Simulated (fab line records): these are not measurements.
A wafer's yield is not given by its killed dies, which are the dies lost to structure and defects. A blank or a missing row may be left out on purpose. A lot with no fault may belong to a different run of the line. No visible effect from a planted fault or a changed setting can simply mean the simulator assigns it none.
One fault seen from 2 desks    flow n5_finfet    each desk has only its own numbers; what lay behind them comes last

== TOOL OWNER'S DESK, rie_si-06 ==
The tool's own readings at N5_DUMMY_GATE_ETCH_32 (etches SiO2 in CF4, target depth 3.5 nm, time 3.9 s): means of the sampled wafers that have a number, for each lot that ran on this tool. Any lot whose mean is over 4 standard deviations away from the usual mean is out of limits and marked OUT; that distance is given in the brackets.
Columns: A = chamber_pressure_mTorr at N5_DUMMY_GATE_ETCH_32, usual 10.002 mTorr; B = drypump_motor_current_A at N5_DUMMY_GATE_ETCH_32, usual 5.5 A; C = oes_product_au at N5_DUMMY_GATE_ETCH_32, usual 0.997 a.u.; D = throttle_valve_pct at N5_DUMMY_GATE_ETCH_32, usual 21.7 %
lot   first seen here  A       B    C                 D
L299  day 4 05:38      10.007  4.8  1.024             22.0
L301  day 4 15:44      9.993   5.2  0.789 (-9.9) OUT  21.4
L302  day 5 00:59      10.000  4.8  0.790 (-9.9) OUT  21.6
L303  day 5 08:30      10.003  5.1  0.895 (-4.9) OUT  21.6
L316  day 8 11:16      10.001  5.3  1.008             21.5
L317  day 8 17:59      10.004  4.8  1.012             21.9
This desk finds L301, L302, L303 out of limits, L301 being first, at day 4 15:44 (oes_product_au at N5_DUMMY_GATE_ETCH_32). Within limits: L299, L316, L317.

== FROM THE METROLOGY DESK ==
What the gauges read for every lot (on any tool): the sampled wafers with a number, averaged. Any lot whose mean is over 4 standard deviations away from the usual mean is out of limits and marked OUT; that distance is given in the brackets. Of its 12 readings 7 are shown: those that lie furthest out on some lot.
Columns: A = DIBL_P at N5_BEOL_M4_RC_MEAS_101, usual 37.1 mV/V; B = IOFF_N at N5_BEOL_M4_RC_MEAS_101, usual 0.17 nA/um; C = IOFF_P at N5_BEOL_M4_RC_MEAS_101, usual 0.23 nA/um; D = ION_P at N5_BEOL_M4_RC_MEAS_101, usual 462 uA/um; E = SS_N at N5_BEOL_M4_RC_MEAS_101, usual 71.8 mV/dec; F = VT_N at N5_BEOL_M4_RC_MEAS_101, usual 250 mV; G = VT_P at N5_BEOL_M4_RC_MEAS_101, usual -249.7 mV
lot   first seen here  A     B     C     D    E     F    G
L299  day 4 05:22      36.3  0.14  0.22  458  71.6  252  -249.6
L301  day 4 15:26      37.7  0.17  0.25  460  71.9  250  -249.1
L302  day 5 00:41      41.0  0.24  0.31  468  72.8  242  -245.1
L303  day 5 08:12      37.9  0.19  0.26  460  72.4  250  -247.6
L312  day 7 12:05      34.9  0.13  0.16  449  71.5  256  -254.8
L316  day 8 10:58      33.8  0.13  0.18  450  71.2  253  -253.6
L317  day 8 17:41      37.0  0.17  0.24  477  71.5  248  -246.8
This desk found nothing out of limits on any of the 7 lots.

== BROUGHT TOGETHER ==
The tool owner's desk had the chance to raise an alarm at day 4 15:44 on L301, L302, L303.
The metrology desk saw nothing out of limits.
The metrology desk has L301, L302, L303 on record, within its limits.
The lots listed all ran N5_DUMMY_GATE_ETCH_32 on rie_si-06.

== WHAT HAD BEEN PUT IN BY THE SIMULATOR ==
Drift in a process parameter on rie_si-06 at N5_DUMMY_GATE_ETCH_32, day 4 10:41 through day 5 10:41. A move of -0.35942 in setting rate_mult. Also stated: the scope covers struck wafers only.
Lots struck among those shown: L301, L302, L303.
Each desk's first reading out of limits, in hours after the fault started: the tool owner's desk, 5.
